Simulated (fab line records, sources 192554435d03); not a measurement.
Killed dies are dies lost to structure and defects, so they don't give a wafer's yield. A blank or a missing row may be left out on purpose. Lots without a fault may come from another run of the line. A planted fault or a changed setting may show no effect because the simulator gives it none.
Split-lot experiment | flow n5_finfet | 7 lots, 21 wafers read, on a route of 1938 steps

THE SPLIT
At N5_SDB_ETCH_18 (etches SOC in N2/H2, target depth 100 nm, overetch 20 nm, time 150 s), the setting source_w was moved away from the recipe's 840 W on 6 of the 21 wafers read, by -14.7% to +7.0%. The other wafers ran this setting at the recipe's value.

The reading is taken at the split's own step.

THE READING
rf_vpp_V, in V, at N5_SDB_ETCH_18 (etches SOC in N2/H2, target depth 100 nm, overetch 20 nm, time 150 s). Fault-free wafers of this fab line usually give 524.7 V, standard deviation 2.9 V.

wafer  | tool, chamber at the split | source_w as run, W | against the recipe | rf_vpp_V, V | against lot-mates on the recipe
L074.1 | rie_diel-02, 2             | 840                | recipe             | 526.2       | -
L074.2 | rie_diel-02, 1             | 840                | recipe             | 524.8       | -
L074.4 | rie_diel-02, 0             | 840                | recipe             | 519.8       | -
L076.4 | rie_diel-02, 0             | 840                | recipe             | 521.5       | -
L076.5 | rie_diel-02, 0             | 840                | recipe             | 521.9       | -
L076.6 | rie_diel-02, 3             | 773                | -8.0%              | 535.5       | +13.8
L078.2 | rie_diel-06, 2             | 716.1              | -14.7%             | 554.8       | +29.5
L078.4 | rie_diel-06, 1             | 840                | recipe             | 523.3       | -
L078.6 | rie_diel-06, 2             | 840                | recipe             | 527.3       | -
L084.2 | rie_diel-06, 0             | 840                | recipe             | 522.9       | -
L084.5 | rie_diel-06, 2             | 840                | recipe             | 526.1       | -
L084.6 | rie_diel-06, 3             | 840                | recipe             | 526.1       | -
L087.1 | rie_diel-02, 0             | 840                | recipe             | 519.5       | -
L087.5 | rie_diel-02, 0             | 840                | recipe             | 520.1       | -
L087.6 | rie_diel-02, 1             | 840                | recipe             | 525.8       | -
L090.1 | rie_diel-06, 1             | 899.2              | +7.0%              | 510.0       | -15.0
L090.3 | rie_diel-06, 0             | 840                | recipe             | 523.9       | -
L090.6 | rie_diel-06, 2             | 840                | recipe             | 526.1       | -
L095.2 | rie_diel-06, 1             | 896.3              | +6.7%              | 512.8       | no lot-mate on the recipe
L095.4 | rie_diel-06, 0             | 896.3              | +6.7%              | 507.9       | no lot-mate on the recipe
L095.6 | rie_diel-06, 0             | 896.3              | +6.7%              | 511.4       | no lot-mate on the recipe

THE FIT
A straight line over all 21 wafers: rf_vpp_V changes by -1.96 V for each +1% of source_w; r = -0.97; the points scatter about the line by 2.6 V.
The same after taking each lot's own level away (the mean of its wafers on the recipe; 18 wafers): -1.97 V for each +1%; r = -0.97; scatter 2.1 V.
On that fit, the largest move of source_w shifts the reading by 29 V.
The lots' own levels span 521.70 to 525.30 V, that is 1.2 times the standard deviation above.
So the lot-to-lot level changes the slope little: the two slopes agree.
Check: with one of the wafers moved furthest among these (-14.7%) left out of the fit, the line predicts +27.9 V for it against its lot-mates. It came out at +29.5 V against them.
Tool readings at the split's step, against how far the setting was moved: rf_vpp_V r = -0.97.

OTHER SPLITS ON THESE WAFERS
These wafers also went through other splits before the reading. Each is held against what the fit with the lots' levels taken away leaves over:
other split on the same wafers | wafers away from the commonest value | r with rf_vpp_V (lot level and that fit taken away)
N5_FIN_CUT_EXPOSE_05 dose_mj   | 7                                    | +0.26
N5_DUMMY_GATE_COAT_09 spin_rpm | 9                                    | -0.14
N5_SD_EPI_P_EPI_21 temp_c      | 5                                    | -0.22

THE FILE'S OWN FIT
rf_vpp_V changes by -1.96 V for each +1% of source_w, r = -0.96.
